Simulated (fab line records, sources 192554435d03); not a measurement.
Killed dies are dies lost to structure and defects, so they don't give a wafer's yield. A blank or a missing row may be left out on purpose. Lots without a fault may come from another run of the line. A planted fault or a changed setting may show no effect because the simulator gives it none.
Chamber matching | flow n5_finfet | N5_BEOL_M5_DEP_56 on pecvd-02: 3 sister chambers
The step deposits SiCN from 3MS/NH3, target thk 8 nm, time 14 s. 22 wafers are shown with their chamber, then 11 later ones without.

WAFERS WITH THEIR CHAMBER
wafer  | chamber | showerhead_plenum_p_Torr (Torr) | throttle_valve_pct (%)
L074.1 | 2       | 3.658                           | 8.5
L074.5 | 1       | 3.663                           | 8.9
L074.6 | 2       | 3.665                           | 8.4
L078.1 | 0       | 3.685                           | 9.2
L078.4 | 2       | 3.661                           | 8.5
L078.6 | 0       | 3.690                           | 8.9
L080.1 | 1       | 3.673                           | 8.8
L080.3 | 2       | 3.659                           | 8.3
L080.4 | 2       | 3.653                           | 8.2
L082.1 | 0       | 3.685                           | 9.0
L082.2 | 2       | 3.659                           | 8.6
L082.3 | 1       | 3.656                           | 8.7
L082.4 | 0       | 3.690                           | 8.9
L082.5 | 2       | 3.660                           | 8.3
L082.6 | 1       | 3.662                           | 8.9
L086.1 | 1       | 3.658                           | 8.7
L086.3 | 2       | 3.667                           | 8.5
L086.4 | 2       | 3.671                           | 8.4
L088.1 | 1       | 3.664                           | 8.7
L088.2 | 0       | 3.700                           | 9.0
L088.3 | 2       | 3.661                           | 8.0
L087.3 | 1       | 3.654                           | 8.7

SIGNATURES (means of the wafers above)
reading                  | chamber 0 | chamber 1 | chamber 2 | scatter within a chamber
showerhead_plenum_p_Torr | 3.69000   | 3.66143   | 3.66140   | 0.00572
throttle_valve_pct       | 9.000     | 8.771     | 8.370     | 0.144
Rule: a wafer's distance from a chamber is the root of the sum, over the readings, of the square of ((its reading less the chamber's mean) divided by the reading's scatter). The wafer belongs to the nearest chamber; if the next one is less than 2 further off, it can't be placed. The scatter: the root of (the sum of the squares of (reading less its chamber's mean) over the shown wafers, divided by (wafers less chambers)).

WAFERS WITHOUT THEIR CHAMBER
wafer  | showerhead_plenum_p_Torr (Torr) | throttle_valve_pct (%)
L087.5 | 3.694                           | 9.5
L087.6 | 3.661                           | 8.3
L090.1 | 3.663                           | 8.5
L090.2 | 3.663                           | 8.7
L090.5 | 3.659                           | 8.8
L092.1 | 3.659                           | 8.8
L092.3 | 3.664                           | 8.4
L092.6 | 3.690                           | 9.2
L095.2 | 3.667                           | 8.8
L095.3 | 3.655                           | 8.3
L095.6 | 3.692                           | 9.2

WHICH CHAMBER EACH WENT THROUGH
wafer  | from the rows above     | in truth
L087.5 | 0                       | 0
L087.6 | 2                       | 2
L090.1 | can't be placed: 2 or 1 | 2
L090.2 | can't be placed: 1 or 2 | 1
L090.5 | 1                       | 1
L092.1 | 1                       | 1
L092.3 | 2                       | 2
L092.6 | 0                       | 0
L095.2 | 1                       | 1
L095.3 | 2                       | 2
L095.6 | 0                       | 0
Placed correctly: 9 of 11. Can't be placed from these rows: 2 (the true chamber is among the candidates in 2). Placed wrongly: 0.
